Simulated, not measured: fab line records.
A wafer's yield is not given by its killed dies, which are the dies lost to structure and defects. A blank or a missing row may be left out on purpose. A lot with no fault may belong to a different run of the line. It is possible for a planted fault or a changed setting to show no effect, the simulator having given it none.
What tool caused it? ; flow n5 finfet ; at 1 step of a route of 1938, 24 lots with 72 wafers sampled

WHAT EACH GAUGE READ, for each wafer
N5_BEOL_M5_CD_MEAS_28: target cd 30.6 nm, target cd y 20 nm. Usual: cd nm at 30.60 nm, with a standard deviation of 0.21.
lot;measured;on;cd nm (nm);flag
L075;day 8 13:37;cd sem-03;30.49 30.48 30.48;
L074;day 8 22:52;cd sem-02;30.70 30.66 30.52;
L076;day 9 03:44;cd sem-02;30.53 30.68 30.58;
L077;day 9 09:24;cd sem-03;30.67 30.51 30.48;
L078;day 9 14:30;cd sem-02;30.64 30.44 30.78;
L079;day 10 01:01;cd sem-02;30.47 30.91 30.75;
L082;day 10 19:49;cd sem-02;30.67 30.90 30.49;
L081;day 11 00:06;cd sem-03;30.74 30.15 30.30;
L080;day 11 08:11;cd sem-03;30.63 30.86 30.98;
L084;day 11 11:32;cd sem-02;30.44 30.78 30.76;
L083;day 11 13:38;cd sem-02;30.75 30.77 31.03;
L085;day 11 15:27;cd sem-01;30.70 30.72 30.55;
L086;day 12 02:50;cd sem-01;30.81 30.52 30.50;
L088;day 12 23:49;cd sem-01;30.35 30.54 30.40;
L087;day 12 23:52;cd sem-02;30.59 30.64 30.81;
L091;day 13 03:33;cd sem-03;30.68 30.23 30.49;
L089;day 13 08:21;cd sem-03;30.54 30.77 30.45;
L092;day 14 04:04;cd sem-01;30.73 30.19 30.66;
L090;day 14 04:06;cd sem-03;30.79 30.84 31.00;
L093;day 14 09:50;cd sem-02;30.29 30.66 30.37;
L095;day 15 03:07;cd sem-01;30.37 30.63 30.29;
L094;day 15 03:10;cd sem-03;30.72 30.56 30.47;
L097;day 15 12:10;cd sem-03;30.73 30.64 30.76;
L096;day 15 12:13;cd sem-03;30.79 30.28 30.56;

TOOL THAT RAN EACH LOT (tool first, then ch and the chambers of the sampled wafers, then the start)
The record holds no process step before these readings.

WHAT THE TOOLS THEMSELVES READ (means of the sampled wafers that have a number; where no wafer has one, the mark that the record gives instead)
The record holds no such reading with a usual standard deviation.

THE ANSWER, worked out from the rows above alone
Rule: lot off if the mean of its wafers having a number is beyond 3 standard deviations from the usual mean. Also off: a lot with no number at a reading for which 4 or more lots have one. The other lots that the step has rows for count as sound. The gauges are gone through in route order, then the tools' own readings, and for those a lot's mean is taken as printed above. At the first step where some lot is off, the reading lying furthest off is the one used; lots without a number count as furthest.
None of the lots is off at any reading shown; this tells nothing.

WHAT THE SIMULATOR PUT IN
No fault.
